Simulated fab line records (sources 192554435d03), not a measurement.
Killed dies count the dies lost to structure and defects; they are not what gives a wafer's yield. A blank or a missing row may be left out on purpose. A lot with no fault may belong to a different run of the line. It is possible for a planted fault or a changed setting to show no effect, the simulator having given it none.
Tool commonality check :: flow n5_finfet :: 8 lots, 24 wafers sampled

== WHAT PROMPTED THE OPENING ==
2 of 8 lots carry a flag on the reading M8_THK at N5_BEOL_M8_THK_MEAS_53. Wafers without a fault read 79.4 nm, standard deviation 2.4.
Rule: flag the lot when none of its wafers has a number, or when each of its wafers that has one lies beyond 4 standard deviations from that mean. As for the other lots, they are considered sound.

lot: L969
measured: day 11 00:15
on: film_metro-02
M8_THK (nm), wafer by wafer: 79.3 81.7 83.7
flag: 

lot: L973
measured: day 11 20:20
on: film_metro-01
M8_THK (nm), wafer by wafer: 75.9 75.4 74.2
flag: 

lot: L975
measured: day 12 21:54
on: film_metro-02
M8_THK (nm), wafer by wafer: 81.5 81.2 80.3
flag: 

lot: L978
measured: day 13 07:58
on: film_metro-01
M8_THK (nm), wafer by wafer: 300.3 299.4 294.9
flag: FLAGGED

lot: L977
measured: day 13 11:53
on: film_metro-01
M8_THK (nm), wafer by wafer: 302.7 305.2 304.9
flag: FLAGGED

lot: L985
measured: day 15 21:20
on: film_metro-01
M8_THK (nm), wafer by wafer: 81.0 83.8 81.3
flag: 

lot: L983
measured: day 15 21:29
on: film_metro-02
M8_THK (nm), wafer by wafer: 80.0 83.3 82.7
flag: 

lot: L984
measured: day 17 10:07
on: film_metro-01
M8_THK (nm), wafer by wafer: 81.8 81.4 79.4
flag: 
The mean of the flagged lots' numbers is 301.2 nm, +221.8 nm from the usual (+92 standard deviations).

== TOOL THAT RAN EACH LOT ==
The record holds 3 process steps before the reading, out of a route of 1938 steps. Cell contents, in order: the tool; ch with the chambers the sampled wafers went through; the start.
lot: L969
flag: 
N5_BEOL_M8_ETCH_41: rie_diel-01 ch 1,2,3, day 10 22:25 or earlier
N5_BEOL_M8_ALD_77: ald_metal-02 ch 0,1,2, day 10 22:25
N5_BEOL_M8_CMP_52: cmp-01 ch 0,1,2, day 10 23:58

lot: L973
flag: 
N5_BEOL_M8_ETCH_41: rie_diel-03 ch 0,3, day 11 17:09 or earlier
N5_BEOL_M8_ALD_77: ald_metal-01 ch 1,2,3, day 11 17:09
N5_BEOL_M8_CMP_52: cmp-03 ch 0,2,3, day 11 20:07

lot: L975
flag: 
N5_BEOL_M8_ETCH_41: rie_diel-05 ch 0,1,3, day 12 20:33 or earlier
N5_BEOL_M8_ALD_77: ald_metal-04 ch 1,2,3, day 12 20:33
N5_BEOL_M8_CMP_52: cmp-02 ch 2,3, day 12 21:37

lot: L978
flag: FLAGGED
N5_BEOL_M8_ETCH_41: rie_diel-03 ch 0,2,3, day 13 06:21 or earlier
N5_BEOL_M8_ALD_77: ald_metal-04 ch 0,1,3, day 13 06:21
N5_BEOL_M8_CMP_52: cmp-01 ch 0,2,3, day 13 07:47

lot: L977
flag: FLAGGED
N5_BEOL_M8_ETCH_41: rie_diel-03 ch 0,2, day 13 10:36 or earlier
N5_BEOL_M8_ALD_77: ald_metal-01 ch 0,1,2, day 13 10:36
N5_BEOL_M8_CMP_52: cmp-03 ch 0,1, day 13 11:35

lot: L985
flag: 
N5_BEOL_M8_ETCH_41: rie_diel-05 ch 0,1, day 15 19:45 or earlier
N5_BEOL_M8_ALD_77: ald_metal-01 ch 1,2, day 15 19:45
N5_BEOL_M8_CMP_52: cmp-03 ch 0,2,3, day 15 21:07

lot: L983
flag: 
N5_BEOL_M8_ETCH_41: rie_diel-03 ch 0,2,3, day 15 19:49 or earlier
N5_BEOL_M8_ALD_77: ald_metal-02 ch 1,2,3, day 15 19:49
N5_BEOL_M8_CMP_52: cmp-01 ch 0,1, day 15 21:11

lot: L984
flag: 
N5_BEOL_M8_ETCH_41: rie_diel-05 ch 0,1,3, day 17 08:43 or earlier
N5_BEOL_M8_ALD_77: ald_metal-01 ch 1,3, day 17 08:43
N5_BEOL_M8_CMP_52: cmp-01 ch 0,1,2, day 17 09:49
These steps, and what they do:
- N5_BEOL_M8_ETCH_41: etches SiCN in CH3F/O2, target depth 31.9 nm, time 57.8 s.
- N5_BEOL_M8_ALD_77: deposits TaN, target thk 2 nm, pulse time 2 s, purge time 3 s.
- N5_BEOL_M8_CMP_52: polishes, stops on SiCOH lowk, t overpolish 6.9 s, target thk 80 nm.
- N5_BEOL_M8_THK_MEAS_53: measures by xrf.

== FLAGGED AGAINST TOTAL, ONE TOOL AT A TIME (gauges that did the reading follow at the end) ==
step: N5_BEOL_M8_ETCH_41
tool: rie_diel-01
lots run: 1
flagged: 0
share of the flagged lots: none
sound lots run after its first flagged lot: -

step: N5_BEOL_M8_ETCH_41
tool: rie_diel-03
lots run: 4
flagged: 2
share of the flagged lots: all
sound lots run after its first flagged lot: 1 (L983)

step: N5_BEOL_M8_ETCH_41
tool: rie_diel-05
lots run: 3
flagged: 0
share of the flagged lots: none
sound lots run after its first flagged lot: -

step: N5_BEOL_M8_ALD_77
tool: ald_metal-01
lots run: 4
flagged: 1
share of the flagged lots: some
sound lots run after its first flagged lot: 2 (L985,L984)

step: N5_BEOL_M8_ALD_77
tool: ald_metal-02
lots run: 2
flagged: 0
share of the flagged lots: none
sound lots run after its first flagged lot: -

step: N5_BEOL_M8_ALD_77
tool: ald_metal-04
lots run: 2
flagged: 1
share of the flagged lots: some
sound lots run after its first flagged lot: 0

step: N5_BEOL_M8_CMP_52
tool: cmp-01
lots run: 4
flagged: 1
share of the flagged lots: some
sound lots run after its first flagged lot: 2 (L983,L984)

step: N5_BEOL_M8_CMP_52
tool: cmp-02
lots run: 1
flagged: 0
share of the flagged lots: none
sound lots run after its first flagged lot: -

step: N5_BEOL_M8_CMP_52
tool: cmp-03
lots run: 3
flagged: 1
share of the flagged lots: some
sound lots run after its first flagged lot: 1 (L985)

step: N5_BEOL_M8_THK_MEAS_53
tool: film_metro-01
lots run: 5
flagged: 2
share of the flagged lots: all
sound lots run after its first flagged lot: 2 (L985,L984)

step: N5_BEOL_M8_THK_MEAS_53
tool: film_metro-02
lots run: 3
flagged: 0
share of the flagged lots: none
sound lots run after its first flagged lot: -
N5_BEOL_M8_ETCH_41 gives no start for some lots, so the hours and the order of its lots are those of N5_BEOL_M8_ALD_77.

== THE TABLE: WHAT IT ALLOWS ==
2 rows of the table ran every flagged lot: rie_diel-03 at N5_BEOL_M8_ETCH_41, film_metro-01 at N5_BEOL_M8_THK_MEAS_53.
- rie_diel-03 at N5_BEOL_M8_ETCH_41: 2 of its 4 lots flagged. Lots that were sound ran on it after the first flagged one (L983); a persistent fault on the entire tool would not allow that.
- film_metro-01 at N5_BEOL_M8_THK_MEAS_53: 2 of its 5 lots flagged. Lots that were sound ran on it after the first flagged one (L985, L984); a persistent fault on the entire tool would not allow that.
Not one row of the table ran every flagged lot while running no sound lot after the first.

== WHAT THE SIMULATOR PUT IN ==
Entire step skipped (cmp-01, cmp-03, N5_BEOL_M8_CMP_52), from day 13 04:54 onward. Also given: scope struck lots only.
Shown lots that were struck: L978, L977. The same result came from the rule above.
